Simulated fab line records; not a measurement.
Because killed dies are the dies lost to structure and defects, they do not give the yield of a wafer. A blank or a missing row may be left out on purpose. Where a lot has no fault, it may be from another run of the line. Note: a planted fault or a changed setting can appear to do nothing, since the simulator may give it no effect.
Chamber matching + flow n5 finfet + 4 sister chambers for N5_BEOL_M6_STRIP_19 on rie diel-01
The step strips in O2. 8 wafers are shown with their chamber, then 10 later ones without.

== WAFERS, EACH WITH ITS CHAMBER ==
| wafer  | chamber | drypump motor current A (A) | throttle valve pct (%) |
|--------|---------|-----------------------------|------------------------|
| L079.4 | 2       | 6.7                         | 16.75                  |
| L083.1 | 2       | 6.7                         | 16.75                  |
| L088.2 | 0       | 6.2                         | 16.21                  |
| L088.4 | 1       | 5.3                         | 16.95                  |
| L088.5 | 3       | 5.9                         | 16.29                  |
| L088.6 | 0       | 6.2                         | 16.20                  |
| L085.3 | 3       | 5.9                         | 16.28                  |
| L085.4 | 1       | 5.2                         | 16.97                  |

== WAFERS WITH NO CHAMBER GIVEN ==
| wafer  | drypump motor current A (A) | throttle valve pct (%) |
|--------|-----------------------------|------------------------|
| L085.5 | 6.2                         | 16.21                  |
| L089.1 | 5.9                         | 16.30                  |
| L089.3 | 6.7                         | 16.79                  |
| L089.4 | 5.3                         | 16.95                  |
| L094.1 | 5.2                         | 17.00                  |
| L094.2 | 6.2                         | 16.25                  |
| L094.3 | 6.7                         | 16.81                  |
| L094.4 | 5.9                         | 16.33                  |
| L094.5 | 6.2                         | 16.24                  |
| L094.6 | 5.9                         | 16.30                  |

== WHICH CHAMBER EACH ONE RAN IN ==
| wafer  | from the rows above | in truth |
|--------|---------------------|----------|
| L085.5 | 0                   | 0        |
| L089.1 | 3                   | 3        |
| L089.3 | 2                   | 2        |
| L089.4 | 1                   | 1        |
| L094.1 | 1                   | 1        |
| L094.2 | 0                   | 0        |
| L094.3 | 2                   | 2        |
| L094.4 | 3                   | 3        |
| L094.5 | 0                   | 0        |
| L094.6 | 3                   | 3        |
Correctly placed: 10 of 10. From these rows, 0 cannot be placed. Wrongly placed: 0.
How it was worked out, from the rows above alone: a wafer's distance from a chamber is the root of the sum, over the readings, of the square of ((its reading less the chamber's mean) divided by the reading's scatter). The wafer belongs to the nearest chamber; if the next one is less than 2 further off, it can't be placed. The mean given for a chamber averages the wafers shown for that chamber. How the scatter is found: for the shown wafers, subtract from each reading the mean of its chamber, square and add these, divide the total by (wafers less chambers), then take the root.
